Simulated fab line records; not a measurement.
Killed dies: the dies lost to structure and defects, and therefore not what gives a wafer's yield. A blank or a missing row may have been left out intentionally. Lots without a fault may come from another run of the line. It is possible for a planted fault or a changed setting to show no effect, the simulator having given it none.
Lot-split experiment + flow n5 finfet + route with 1938 steps; 7 lots, 21 wafers read

== THE SPLIT ITSELF ==
At N5_BEOL_M11_EXPOSE_08 (exposes mask M11), the setting dose mj was moved away from the recipe's 53.75 on 7 of the 21 wafers read, by -6.3% to +6.2%. This setting was run at the recipe's value on the other wafers.

== FROM THE SPLIT TO THE READING: what the file shows between them, 15 steps ==
- N5_BEOL_M11_PEB_09: peb time 60 s
- N5_BEOL_M11_DEVELOP_10: develop time 30 s
- N5_BEOL_M11_CD_MEAS_11: target cd 64.1 nm
- N5_BEOL_M11_DESCUM_16: chemistry O2, time 7.9 s
- N5_BEOL_M11_ETCH_61: etches SiARC in CF4, target depth 39 nm, time 65 s
- N5_BEOL_M11_ETCH_62: etches SOC in N2/H2, target depth 110 nm, overetch 22 nm, time 165 s (also split here: time s)
- N5_BEOL_M11_STRIP_68: strips in N2/H2
- N5_BEOL_M11_STRIP_67: strips in CF4
- N5_BEOL_M11_HM_OPEN_17: chemistry Cl2/BCl3, target TiN, target depth 20 nm, overetch 6 nm
- N5_BEOL_M11_STRIP_19: strips in O2
- N5_BEOL_M11_CD_MEAS_18: pitch 140 nm, target cd 70 nm
- N5_BEOL_M11_COAT_63: time 60 s, resist thk 100 nm
- N5_BEOL_M11_COAT_64: time 60 s, resist thk 30 nm
- N5_BEOL_M11_PRECLEAN_42: cleans in residue remover, time 60 s
- N5_BEOL_M11_SRD_43: time 30 s

== THE READING ==
At N5_BEOL_M11_CD_MEAS_35: cd nm in nanometres, against a target cd of 70 nm. Fault-free wafers of this fab line usually give 69.9 nm, standard deviation 0.47 nm.

| wafer  | tool, chamber at the split | dose mj as run | against the recipe | cd nm, nm | against lot-mates on the recipe |
|--------|----------------------------|----------------|--------------------|-----------|---------------------------------|
| L077.2 | arfi scanner-01, 0         | 55.22          | +2.7%              | 71.1      | +1.7                            |
| L077.3 | arfi scanner-01, 0         | 53.75          | recipe             | 69.4      | -                               |
| L077.6 | arfi scanner-01, 0         | 55.22          | +2.7%              | 71.5      | +2.1                            |
| L075.2 | arfi scanner-03, 0         | 53.75          | recipe             | 70.3      | -                               |
| L075.4 | arfi scanner-03, 0         | 53.75          | recipe             | 70.7      | -                               |
| L075.6 | arfi scanner-03, 0         | 53.75          | recipe             | 70.2      | -                               |
| L085.3 | arfi scanner-01, 0         | 53.75          | recipe             | 69.4      | -                               |
| L085.4 | arfi scanner-01, 0         | 53.75          | recipe             | 69.3      | -                               |
| L085.6 | arfi scanner-01, 0         | 53.75          | recipe             | 70.0      | -                               |
| L087.2 | arfi scanner-01, 0         | 53.75          | recipe             | 69.7      | -                               |
| L087.3 | arfi scanner-01, 0         | 57.07          | +6.2%              | 74.6      | +4.3                            |
| L087.6 | arfi scanner-01, 0         | 53.75          | recipe             | 70.8      | -                               |
| L090.2 | arfi scanner-01, 0         | 52.56          | -2.2%              | 69.0      | -2.2                            |
| L090.5 | arfi scanner-01, 0         | 53.75          | recipe             | 71.2      | -                               |
| L090.6 | arfi scanner-01, 0         | 52.56          | -2.2%              | 69.4      | -1.8                            |
| L094.2 | arfi scanner-02, 0         | 53.75          | recipe             | 69.7      | -                               |
| L094.3 | arfi scanner-02, 0         | 53.75          | recipe             | 70.2      | -                               |
| L094.6 | arfi scanner-02, 0         | 53.75          | recipe             | 69.6      | -                               |
| L096.1 | arfi scanner-01, 0         | 50.38          | -6.3%              | 66.9      | -3.2                            |
| L096.2 | arfi scanner-01, 0         | 50.38          | -6.3%              | 67.5      | -2.6                            |
| L096.4 | arfi scanner-01, 0         | 53.75          | recipe             | 70.1      | -                               |

THE FIT
A straight line over all 21 wafers: cd nm changes by +0.53 nm for each +1% of dose mj; r = +0.92; the points scatter about the line by 0.59 nm.
The same after taking each lot's own level away (the mean of its wafers on the recipe; 21 wafers): +0.585 nm for each +1%; r = +0.96; scatter 0.48 nm.
Per that fit: largest dose mj move, reading shift of 3.7 nm.
The span of the lots' own levels, 69.40 to 71.20 nm, comes to 3.8 times the standard deviation stated above.
Hence the lot-to-lot level has little effect on the slope; both slopes agree.
Check: -3.78 nm against its lot-mates is what the line predicts for one of the wafers moved furthest among these (-6.3%) when that wafer is left out of the fit. It came out at -3.2 nm against them.

== OTHER SPLITS APPLIED TO THESE WAFERS ==
Before the reading, these wafers also passed through other splits. Each is held against what the fit with the lots' levels taken away leaves over:
| other split on the same wafers | wafers away from the commonest value | r with cd nm (lot level and that fit taken away) |
|--------------------------------|--------------------------------------|--------------------------------------------------|
| N5_BEOL_M11_PECVD_70 time s    | 5                                    | -0.26                                            |
| N5_BEOL_M11_ETCH_62 time s     | 4                                    | +0.40                                            |

== THE WHOLE CHAIN: every reading that the file lists as answering this split, in the file's order ==
| step                   | what it does                                                         | reading                                                                | change (the file's fit)               | r (the file's) |
|------------------------|----------------------------------------------------------------------|------------------------------------------------------------------------|---------------------------------------|----------------|
| N5_BEOL_M11_CD_MEAS_11 | target cd 64.1 nm                                                    | cd nm                                                                  | +0.483 nm for each +1% of the setting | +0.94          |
| N5_BEOL_M11_ETCH_61    | etches SiARC in CF4, target depth 39 nm, time 65 s                   | BEOL_M11.cd offset nm (the simulator's own value, which no gauge read) | +0.544 nm for each +1% of the setting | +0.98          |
| N5_BEOL_M11_ETCH_62    | etches SOC in N2/H2, target depth 110 nm, overetch 22 nm, time 165 s | BEOL_M11.cd offset nm (the simulator's own value, which no gauge read) | +0.548 nm for each +1% of the setting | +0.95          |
| N5_BEOL_M11_HM_OPEN_17 | chemistry Cl2/BCl3, target TiN, target depth 20 nm, overetch 6 nm    | BEOL_M11.cd offset nm (the simulator's own value, which no gauge read) | +0.562 nm for each +1% of the setting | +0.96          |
| N5_BEOL_M11_CD_MEAS_18 | pitch 140 nm, target cd 70 nm                                        | cd nm                                                                  | +0.561 nm for each +1% of the setting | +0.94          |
| N5_BEOL_M11_CD_MEAS_35 | target cd 70 nm                                                      | cd nm                                                                  | +0.607 nm for each +1% of the setting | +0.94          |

== THE FILE'S OWN FIT ==
cd nm changes by +0.607 nm for each +1% of dose mj, r = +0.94.
